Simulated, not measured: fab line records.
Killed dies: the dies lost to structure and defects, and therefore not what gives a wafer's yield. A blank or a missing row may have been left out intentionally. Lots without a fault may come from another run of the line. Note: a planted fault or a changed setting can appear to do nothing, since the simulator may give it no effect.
Split-lot experiment / flow n5 finfet / on a route of 1938 steps: 7 lots, 21 wafers read

## ABOUT THE SPLIT
At N5_BEOL_M11_ETCH_62 (etches SOC in N2/H2, target depth 110 nm, overetch 22 nm, time 165 s), the setting time s was moved away from the recipe's 165 s on 7 of the 21 wafers read, by -11.9% to +15.8%. The other wafers ran this setting at the recipe's value.

## FROM THE SPLIT TO THE READING: what the file shows between them, 2 steps
- N5_BEOL_M11_STRIP_68: strips in N2/H2
- N5_BEOL_M11_STRIP_67: strips in CF4

## THE READING
etch.depth nm (the simulator's own value, which no gauge read), in nm, at N5_BEOL_M11_HM_OPEN_17 (chemistry Cl2/BCl3, target TiN, target depth 20 nm, overetch 6 nm). There is no usual value for it anywhere in the file. Here, 14 wafers ran the recipe; their average is 20.00 nm with a standard deviation of 0.24 nm.

wafer=L081.1; tool, chamber at the split=rie diel-03, 2,0; time s as run, s=165; against the recipe=recipe; etch.depth nm, nm=20.02; against lot-mates on the recipe=-
wafer=L081.5; tool, chamber at the split=rie diel-03, 2,0; time s as run, s=165; against the recipe=recipe; etch.depth nm, nm=20.18; against lot-mates on the recipe=-
wafer=L081.6; tool, chamber at the split=rie diel-03, 1; time s as run, s=154.1; against the recipe=-6.6%; etch.depth nm, nm=19.83; against lot-mates on the recipe=-0.27
wafer=L080.2; tool, chamber at the split=rie diel-05, 3; time s as run, s=165; against the recipe=recipe; etch.depth nm, nm=20; against lot-mates on the recipe=-
wafer=L080.5; tool, chamber at the split=rie diel-05, 2; time s as run, s=186.9; against the recipe=+13.3%; etch.depth nm, nm=17.84; against lot-mates on the recipe=-2.29
wafer=L080.6; tool, chamber at the split=rie diel-05, 3; time s as run, s=165; against the recipe=recipe; etch.depth nm, nm=20.26; against lot-mates on the recipe=-
wafer=L079.1; tool, chamber at the split=rie diel-01, 3,2,0; time s as run, s=165; against the recipe=recipe; etch.depth nm, nm=19.62; against lot-mates on the recipe=-
wafer=L079.3; tool, chamber at the split=rie diel-01, 3,2,0; time s as run, s=165; against the recipe=recipe; etch.depth nm, nm=19.55; against lot-mates on the recipe=-
wafer=L079.4; tool, chamber at the split=rie diel-01, 3,2,0; time s as run, s=165; against the recipe=recipe; etch.depth nm, nm=19.78; against lot-mates on the recipe=-
wafer=L077.3; tool, chamber at the split=rie diel-03, 0,3,2; time s as run, s=165; against the recipe=recipe; etch.depth nm, nm=19.99; against lot-mates on the recipe=-
wafer=L077.5; tool, chamber at the split=rie diel-03, 0,3,2; time s as run, s=165; against the recipe=recipe; etch.depth nm, nm=19.92; against lot-mates on the recipe=-
wafer=L077.6; tool, chamber at the split=rie diel-03, 0,3,2; time s as run, s=165; against the recipe=recipe; etch.depth nm, nm=20.26; against lot-mates on the recipe=-
wafer=L085.1; tool, chamber at the split=rie diel-03, 3,2; time s as run, s=145.4; against the recipe=-11.9%; etch.depth nm, nm=20.49; against lot-mates on the recipe=+0.25
wafer=L085.2; tool, chamber at the split=rie diel-03, 0; time s as run, s=165; against the recipe=recipe; etch.depth nm, nm=20.24; against lot-mates on the recipe=-
wafer=L085.5; tool, chamber at the split=rie diel-03, 3,2; time s as run, s=145.4; against the recipe=-11.9%; etch.depth nm, nm=20.6; against lot-mates on the recipe=+0.36
wafer=L086.1; tool, chamber at the split=rie diel-01, 0; time s as run, s=191; against the recipe=+15.8%; etch.depth nm, nm=17.26; against lot-mates on the recipe=-2.71
wafer=L086.5; tool, chamber at the split=rie diel-01, 1,0; time s as run, s=165; against the recipe=recipe; etch.depth nm, nm=20.15; against lot-mates on the recipe=-
wafer=L086.6; tool, chamber at the split=rie diel-01, 1,0; time s as run, s=165; against the recipe=recipe; etch.depth nm, nm=19.79; against lot-mates on the recipe=-
wafer=L088.1; tool, chamber at the split=rie diel-05, 0; time s as run, s=165; against the recipe=recipe; etch.depth nm, nm=20.3; against lot-mates on the recipe=-
wafer=L088.2; tool, chamber at the split=rie diel-05, 2,0; time s as run, s=182.9; against the recipe=+10.8%; etch.depth nm, nm=18.53; against lot-mates on the recipe=-1.77
wafer=L088.5; tool, chamber at the split=rie diel-05, 2,0; time s as run, s=182.9; against the recipe=+10.8%; etch.depth nm, nm=18.6; against lot-mates on the recipe=-1.70
Where a row lists several chambers, the file gives one row for several wafers and doesn't say which wafer went through which chamber.

FIT RESULTS
A straight line over all 21 wafers: etch.depth nm changes by -0.112 nm for each +1% of time s; r = -0.88; the points scatter about the line by 0.42 nm.
The same after taking each lot's own level away (the mean of its wafers on the recipe; 21 wafers): -0.112 nm for each +1%; r = -0.87; scatter 0.45 nm.
That fit puts the effect of the largest move of time s on the reading at 1.8 nm.
The lots' own levels span 19.650 to 20.300 nm, that is 2.7 times the standard deviation above.
Consequently the slope shifts little with the lot-to-lot level, the two slopes agreeing.
Check: for one of the wafers moved furthest among these (+15.8%), held out of the fit, the line's prediction against its lot-mates is -1.79 nm. Against them it came out at -2.71 nm.

## ADDITIONAL SPLITS CARRIED BY THESE WAFERS
Before the reading, these wafers also passed through other splits. Each is held against what the fit with the lots' levels taken away leaves over:
other split on the same wafers=N5_BEOL_M6_TRENCH_ETCH_37 time s; wafers away from the commonest value=6; r with etch.depth nm (lot level and that fit taken away)=-0.02
other split on the same wafers=N5_BEOL_M7_ETCH_66 bias w; wafers away from the commonest value=9; r with etch.depth nm (lot level and that fit taken away)=+0.01
other split on the same wafers=N5_BEOL_M9_PECVD_70 temp c; wafers away from the commonest value=8; r with etch.depth nm (lot level and that fit taken away)=+0.19
other split on the same wafers=N5_BEOL_M10_ETCH_62 time s; wafers away from the commonest value=8; r with etch.depth nm (lot level and that fit taken away)=+0.02
other split on the same wafers=N5_BEOL_M10_COAT_22 spin rpm; wafers away from the commonest value=6; r with etch.depth nm (lot level and that fit taken away)=-0.27

## THE FILE'S OWN FIT
etch.depth nm changes by -0.129 nm for each +1% of time s, r = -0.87.
